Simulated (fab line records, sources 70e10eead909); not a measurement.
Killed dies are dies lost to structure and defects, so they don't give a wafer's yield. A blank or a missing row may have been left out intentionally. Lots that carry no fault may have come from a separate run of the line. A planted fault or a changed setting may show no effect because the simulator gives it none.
fab line records	flow nand_harc
[record] lots = 13	wafers = 36	last_day = 23
route steps=1159 shown A_CONTACT@905 END@1159
lots that met no fault: from a run of the same line without faults
start_h: hours from the record's first day to the start of the lot's first wafer shown	wait_h: hours from the lot's prior step to this one	" as in the row above	L1.1+2: one row covering several wafers at once	- value missing, or start not given	* or withheld: withheld	< > ~ a bound
route shown NAME@n: names a module that has steps shown in the file, with the first one's number in the route	usual: average and standard deviation across the fault-free wafers	same: alike in all rows	chamber/n: place in a boat	sites: readings site by site	_std_site: the standard deviation of these	_edge_site: mean of outer sites minus mean of inner sites	radius_mm: how far each site lies from the wafer's centre	mask NAME#n: copy n	behind: the last tool/chamber to shape the wafer	hold: the reason the lot was held/the length of the hold in hours/how it ended	device: whichever transistor did not switch (one of n, p or np)	end of line: at the end of the route, the tests of the same wafers	a step with no rows: only its recipe	killed: at the first sort, the dies lost to defects and structure; wafer yield is something else	map: a wafer's dies, marking killed ones x, the rest . and places with no die _
set.NAME: the setting as run; set.NAME@STEP: as run at that earlier step	model.NAME: the simulator's own value behind a step, which no gauge read
steps of the route over a sample of lots; a table a step, a row a wafer
services: the hour from which a tool's chamber was out of use, counted from the record's first day as start_h (under 0 if before that day), plus the number of hours and why
[[steps]]
[step NHARC_A_CONTACT_ETCH_125]
[recipe] source_w = withheld	pressure_mtorr = 20	bias_v = 1200	time_s = 155	target_depth_a = 9560	ar_flow_sccm = withheld	c4f8_flow_sccm = withheld	o2_flow_sccm = withheld	chemistry = C4F8/O2/Ar
lot.wafer	tool	chamber	start_h	wait_h	rf_hours_counter_h
L411.1	har_cap_etch-02	0	381.98	0.2	9
L411.4	"	1	"	"	-
L411.3	"	0	"	"	-
L413.2	har_cap_etch-03	1	387.26	0.2	83
L413.3	"	1	"	"	-
L413.5	"	0	"	"	-
L412.1	har_cap_etch-02	0	390.03	0.2	11
L412.4	"	1	"	"	-
L412.5	"	1	"	"	-
L416.2	har_cap_etch-01	1	408.46	0.2	61
L416.1	"	0	"	"	61
L416.3	"	1	"	"	-
L415.1	har_cap_etch-03	0	411.95	0.2	87
L415.5	"	0	"	"	-
L415.6	"	1	"	"	-
L417.4	har_cap_etch-01	0	431.88	0.1	-
L417.3	"	1	"	"	-
L417.6	"	1	"	"	-
L421.4	har_cap_etch-03	0	438.23	0.2	-
L424.2	har_cap_etch-03	0	447.59	0.3	94
L424.5	"	0	"	"	-
L426.1	har_cap_etch-01	1	462.68	0.2	74
L426.6	"	1	"	"	-
L426.5	"	0	"	"	-
L427.4	har_cap_etch-02	1	468.17	0.1	-
L427.3	"	0	"	"	-
L427.5	"	0	"	"	-
L428.2	har_cap_etch-01	1	468.32	0.2	75
L428.5	"	1	"	"	-
L428.6	"	0	"	"	-
L429.1	har_cap_etch-02	0	477.96	0.2	31
L429.5	"	1	"	"	-
L429.6	"	0	"	"	-
L432.3	har_cap_etch-02	1	494.72	0.1	-
L432.6	"	1	"	"	-
L432.5	"	0	"	"	-
[step NHARC_A_CONTACT_ETCH_130]
[recipe] source_w = withheld	pressure_mtorr = 20	bias_v = 1200	time_s = 155	target_depth_a = 9560	ar_flow_sccm = withheld	c4f8_flow_sccm = withheld	o2_flow_sccm = withheld	chemistry = C4F8/O2/Ar
lot.wafer	tool	chamber	start_h	wait_h	rf_hours_counter_h
L411.1	har_cap_etch-02	0	382.68	0.1	10
L411.4	"	1	"	"	-
L411.3	"	0	"	"	-
L413.2	har_cap_etch-03	1	387.97	0.1	83
L413.3	"	1	"	"	-
L413.5	"	0	"	"	-
L412.1	har_cap_etch-02	0	390.73	0.1	12
L412.4	"	1	"	"	-
L412.5	"	1	"	"	-
L416.2	har_cap_etch-01	1	409.17	0.1	62
L416.1	"	0	"	"	62
L416.3	"	1	"	"	-
L415.1	har_cap_etch-03	0	412.66	0.1	87
L415.5	"	0	"	"	-
L415.6	"	1	"	"	-
L417.4	har_cap_etch-01	0	432.60	0.1	-
L417.3	"	1	"	"	-
L417.6	"	1	"	"	-
L421.4	har_cap_etch-03	0	439.17	0.2	-
L424.2	har_cap_etch-03	0	448.84	0.2	95
L424.5	"	0	"	"	-
L426.1	har_cap_etch-01	1	463.39	0.1	74
L426.6	"	1	"	"	-
L426.5	"	0	"	"	-
L427.4	har_cap_etch-02	1	468.87	0.1	-
L427.3	"	0	"	"	-
L427.5	"	0	"	"	-
L428.2	har_cap_etch-01	1	469.03	0.1	76
L428.5	"	1	"	"	-
L428.6	"	0	"	"	-
L429.1	har_cap_etch-02	0	478.66	0.1	31
L429.5	"	1	"	"	-
L429.6	"	0	"	"	-
L432.3	har_cap_etch-02	1	495.43	0.1	-
L432.6	"	1	"	"	-
L432.5	"	0	"	"	-
[step NHARC_A_CONTACT_OVL_MEAS_09]
[usual] overlay_x_nm = 0.1/0.93	overlay_y_nm = 0.0/0.85
lot.wafer	tool	chamber	start_h	wait_h	overlay_x_nm	overlay_y_nm
L411.1	overlay-01	-	387.28	-	0.0	-0.5
L411.3	"	-	"	"	0.3	-0.7
L411.4	"	-	"	"	0.4	-0.6
L413.2	overlay-02	-	392.55	-	0.8	-0.8
L413.3	"	-	"	"	1.0	-1.1
L413.5	"	-	"	"	0.8	-0.5
L412.1	overlay-02	-	394.93	-	-0.1	1.2
L412.4	"	-	"	"	-0.7	1.4
L412.5	"	-	"	"	-0.7	1.5
L416.1	overlay-01	-	414.72	-	0.6	-1.5
L416.2	"	-	"	"	-0.5	-1.5
L416.3	"	-	"	"	-0.2	-1.4
L415.1	overlay-01	-	420.52	-	0.0	0.3
L415.5	"	-	"	"	0.0	0.9
L415.6	"	-	"	"	-0.5	0.4
L417.3	overlay-01	-	437.64	-	-1.3	1.4
L417.4	"	-	"	"	-0.6	0.9
L417.6	"	-	"	"	-1.2	1.5
L421.4	overlay-01	-	443.42	-	0.0	-1.4
L424.2	overlay-01	-	453.68	-	-2.0	-0.4
L424.5	"	-	"	"	-2.2	-0.7
L426.1	overlay-01	-	468.89	-	-1.5	1.1
L426.5	"	-	"	"	-1.2	0.6
L426.6	"	-	"	"	-1.1	0.7
L428.2	overlay-01	-	474.41	-	0.6	-0.4
L428.5	"	-	"	"	1.0	-0.3
L428.6	"	-	"	"	0.6	-0.1
L427.3	overlay-02	-	474.56	-	0.8	0.8
L427.4	"	-	"	"	0.4	0.0
L427.5	"	-	"	"	0.8	0.4
L429.1	overlay-01	-	482.73	-	1.5	0.1
L429.5	"	-	"	"	1.3	-0.4
L429.6	"	-	"	"	1.4	-0.5
L432.3	overlay-01	-	500.10	-	0.4	-0.1
L432.5	"	-	"	"	0.3	-0.1
L432.6	"	-	"	"	0.5	-0.4
[step NHARC_A_CONTACT_DESCUM_13]
[recipe] time_s = 3	o2_flow_sccm = 200	ar_flow_sccm = 0	bias_power_w = 0	chemistry = O2
[usual] drypump_motor_current_A = 5.5/0.49	oes_product_au = 0.998/0.0095	rf_vpp_V = 57.6/0.9	showerhead_plenum_p_Torr = 1.87/0.095	throttle_valve_pct = 11.312/0.01
lot.wafer	tool	chamber	start_h	wait_h	hold	drypump_motor_current_A	oes_product_au	rf_hours_counter_h	rf_vpp_V	showerhead_plenum_p_Torr	throttle_valve_pct
L411.4	rie_diel-01	1	387.38	0.1	-	5.1	0.999	11	56.9	1.84	11.303
L411.1	"	2	"	"	-	5.4	0.979	10	57.0	1.80	11.310
L411.3	"	3	"	"	-	5.9	1.001	10	56.1	1.79	11.307
L413.3	rie_diel-13	3	392.64	0.1	-	5.4	0.991	40	59.1	2.04	11.321
L413.2	"	1	"	"	-	6.3	0.992	40	58.2	1.88	11.309
L413.5	"	0	"	"	-	5.3	0.999	-	58.6	1.80	11.311
L412.1	rie_diel-01	2	395.03	0.1	-	5.3	0.993	11	56.2	1.80	11.318
L412.5	"	2	"	"	-	5.4	1.001	-	58.2	1.80	11.321
L412.4	"	1	"	"	-	5.1	0.998	-	57.8	1.84	11.322
L416.2	rie_diel-01	0	414.83	0.1	-	4.8	0.997	13	57.8	2.00	11.296
L416.3	"	1	"	"	-	5.1	0.994	14	56.2	1.84	11.316
L416.1	"	2	"	"	-	5.4	0.996	14	56.7	1.80	11.309
L415.1	rie_diel-01	3	420.65	0.1	-	5.9	0.991	15	58.0	1.79	11.329
L415.6	"	1	"	"	-	5.1	0.985	-	56.8	1.84	11.305
L415.5	"	2	"	"	-	5.4	0.983	-	58.4	1.80	11.321
L417.3	rie_diel-01	3	437.75	0.1	-	5.9	1.006	21	58.7	1.79	11.304
L417.4	"	1	"	"	-	5.1	0.989	20	58.1	1.83	11.314
L417.6	"	3	"	"	-	5.9	1.007	-	56.8	1.79	11.305
L421.4	rie_diel-04	3	450.81	7.2	await_dispo/7.1h/release	6.1	1.006	48	57.4	1.81	11.308
L424.2	rie_diel-04	0	454.34	0.5	await_dispo/0.4h/release	5.8	1.009	59	56.8	1.77	11.298
L424.5	"	0	"	"	await_dispo/0.4h/release	5.8	1.000	-	56.4	1.77	11.334
L426.1	rie_diel-01	0	469.00	0.1	-	4.8	0.996	28	57.8	1.99	11.318
L426.6	"	3	"	"	-	5.9	1.001	-	55.9	1.79	11.317
L426.5	"	0	"	"	-	4.9	0.987	-	58.1	1.99	11.315
L428.2	rie_diel-13	0	474.51	0.1	-	5.3	0.994	5	56.1	1.79	11.302
L428.5	"	3	"	"	-	5.4	0.994	-	58.4	2.03	11.320
L428.6	"	0	"	"	-	5.3	1.011	-	57.3	1.79	11.332
L427.3	rie_diel-01	1	474.65	0.1	-	5.0	0.994	30	57.7	1.83	11.293
L427.4	"	2	"	"	-	5.3	0.998	31	58.2	1.79	11.302
L427.5	"	1	"	"	-	5.1	0.992	-	57.8	1.83	11.299
L429.1	rie_diel-13	2	482.82	0.1	-	5.8	0.991	5	57.3	1.85	11.297
L429.5	"	2	"	"	-	5.8	1.004	-	57.3	1.85	11.314
L429.6	"	3	"	"	-	5.4	0.992	-	58.8	2.03	11.316
L432.3	rie_diel-13	2	500.33	0.2	-	5.8	0.998	10	57.3	1.85	11.319
L432.6	"	0	"	"	-	5.3	1.000	-	56.9	1.79	11.300
L432.5	"	1	"	"	-	6.3	0.997	-	57.5	1.87	11.303
[step NHARC_A_CONTACT_ETCH_137]
[recipe] source_w = withheld	pressure_mtorr = 20	bias_v = 3000	time_s = 132	target_depth_a = 12870	ar_flow_sccm = withheld	c4f8_flow_sccm = withheld	o2_flow_sccm = withheld	chemistry = C4F8/O2/Ar
lot.wafer	tool	chamber	start_h	wait_h	rf_hours_counter_h
L411.1	har_cap_etch-01	1	388.81	0.1	59
L411.3	"	1	"	"	-
L411.4	"	0	"	"	-
L413.2	har_cap_etch-01	0	394.07	0.1	60
L413.3	"	1	"	"	-
L413.5	"	0	"	"	-
L412.1	har_cap_etch-03	1	396.66	0.1	85
L412.4	"	0	"	"	-
L412.5	"	1	"	"	-
L416.1	har_cap_etch-01	1	416.29	0.1	63
L416.2	"	0	"	"	63
L416.3	"	1	"	"	-
L415.1	har_cap_etch-01	1	422.08	0.1	64
L415.6	"	1	"	"	-
L415.5	"	0	"	"	-
L417.3	har_cap_etch-02	0	439.22	0.1	-
L417.4	"	1	"	"	-
L417.6	"	0	"	"	-
L421.4	har_cap_etch-01	0	452.31	0.1	-
L424.2	har_cap_etch-01	1	456.11	0.1	72
L424.5	"	1	"	"	-
L426.1	har_cap_etch-03	0	470.54	0.1	99
L426.6	"	1	"	"	-
L426.5	"	0	"	"	-
L428.2	har_cap_etch-01	1	476.00	0.1	77
L428.6	"	0	"	"	-
L428.5	"	1	"	"	-
L427.3	har_cap_etch-03	1	476.15	0.1	-
L427.4	"	0	"	"	-
L427.5	"	1	"	"	-
L429.1	har_cap_etch-02	1	484.29	0.1	32
L429.6	"	0	"	"	-
L429.5	"	1	"	"	-
L432.3	har_cap_etch-03	0	501.92	0.1	-
L432.5	"	1	"	"	-
L432.6	"	0	"	"	-
[step NHARC_END_SORT_01]
[recipe] temp_c = 25
[usual] killed_at_array = 25/9.2	killed_at_other = 0.8/1.2	killed_at_periphery = 3.9/2.6	killed_dies = 30/9.7	killed_open = 3.4/1.9	killed_short = 2.0/1.4
[same] gross_dies = 677
lot.wafer	tool	chamber	start_h	wait_h	killed_at_array	killed_at_other	killed_at_periphery	killed_dies	killed_open	killed_short
L421.4	prober-02	0	522.85	3.4	98	0	6	104	6	3
L424.2	prober-02	0	534.06	2.8	86	0	3	89	3	2
L424.5	prober-02	0	536.47	3.7	80	2	3	85	4	2
// killed by level:class
L421.4 A_CONTACT:unspecified=67 A_STAIRCASE:chamber_film_flake=10 A_SLIT:chamber_film_flake=10 A_WL_FILL:geometric_particle:open=2 P_STI:chamber_film_flake=2 P_M0:chamber_film_flake=2 A_WL_FILL:chamber_film_flake=2 P_M1:geometric_particle:short=1
L424.2 A_CONTACT:unspecified=67 A_CHANNEL_HOLE_D1:chamber_film_flake=10 A_SGD_CUT:chamber_film_flake=3 P_CONTACT:geometric_particle:short=1 P_CONTACT:geometric_particle:open=1 A_CHANNEL_FILL_D1:geometric_particle:short=1 A_WL_FILL:geometric_particle:open=1 A_M0:geometric_particle:open=1
L424.5 A_CONTACT:unspecified=67 A_CHANNEL_HOLE_D1:chamber_film_flake=6 A_CONTACT:chamber_film_flake=3 THIN_TSV:chamber_film_flake=2 P_GATE:geometric_particle:short=1 P_GATE:geometric_particle:open=1 P_CONTACT:geometric_particle:short=1 A_ONON_D1:geometric_particle:open=1
[[services]]
tool	chamber	start_h	hours	kind
rie_diel-04	3	365.31	26.3	repair
rie_diel-01	0	372.87	-	clean
rie_diel-01	1	372.87	-	clean
rie_diel-01	2	372.87	-	clean
rie_diel-01	3	372.87	-	clean
rie_diel-01	0	391.93	6.4	repair
rie_diel-01	1	397.39	-	clean
rie_diel-01	2	397.39	-	clean
rie_diel-01	3	397.39	-	clean
rie_diel-04	0	406.09	10.4	repair
rie_diel-13	2	415.09	6.4	repair
rie_diel-01	0	421.96	-	clean
rie_diel-01	1	421.96	-	clean
rie_diel-01	2	421.96	-	clean
rie_diel-01	3	421.96	-	clean
rie_diel-01	0	422.42	2.4	repair
rie_diel-01	0	446.56	-	clean
rie_diel-01	1	446.56	-	clean
rie_diel-01	2	446.56	-	clean
rie_diel-13	-	453.00	9.0	pm
rie_diel-04	-	467.04	9.0	pm
har_cap_etch-01	-	479.00	0.8	repair
rie_diel-01	-	491.81	9.0	pm
rie_diel-13	2	494.78	4.1	repair
[[key]]
[first_sign] step = NHARC_END_SORT_01	reading = killed_at_array	direction = up	sigmas = 6.8	usual = 25	struck = 88
[effect] step = NHARC_END_SORT_01	reading = killed_dies	direction = up	sigmas = 6.4	usual = 30	struck = 93
[more_kills_born_at] NHARC_A_CONTACT_ETCH_125@har_cap_etch-03 = 195
met_at NHARC_A_CONTACT_ETCH_125
struck_lots L421,L424
struck_wafers L421.4,L424.2,L424.5
tester_left_out L421,L424
not_acting_at NHARC_A_CONTACT_ETCH_130,NHARC_A_CONTACT_OVL_MEAS_09,NHARC_A_CONTACT_ETCH_137
onset_between 411.95 438.23
[fault] kind = chamber_particle_source	tool = har_cap_etch-03	chamber = 0	onset_h = 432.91	steps = NHARC_A_CONTACT_ETCH_125	rate_per_visit_cm2 = 0.42903	end_h = 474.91
// tester_left_out: of these lots the tester's yield and bins aren't shown, on N5 and GAA mostly nor the transistor test; their killed dies are dies lost to structure and defects alone, not to doping, threshold or leakage, so they don't give the yield
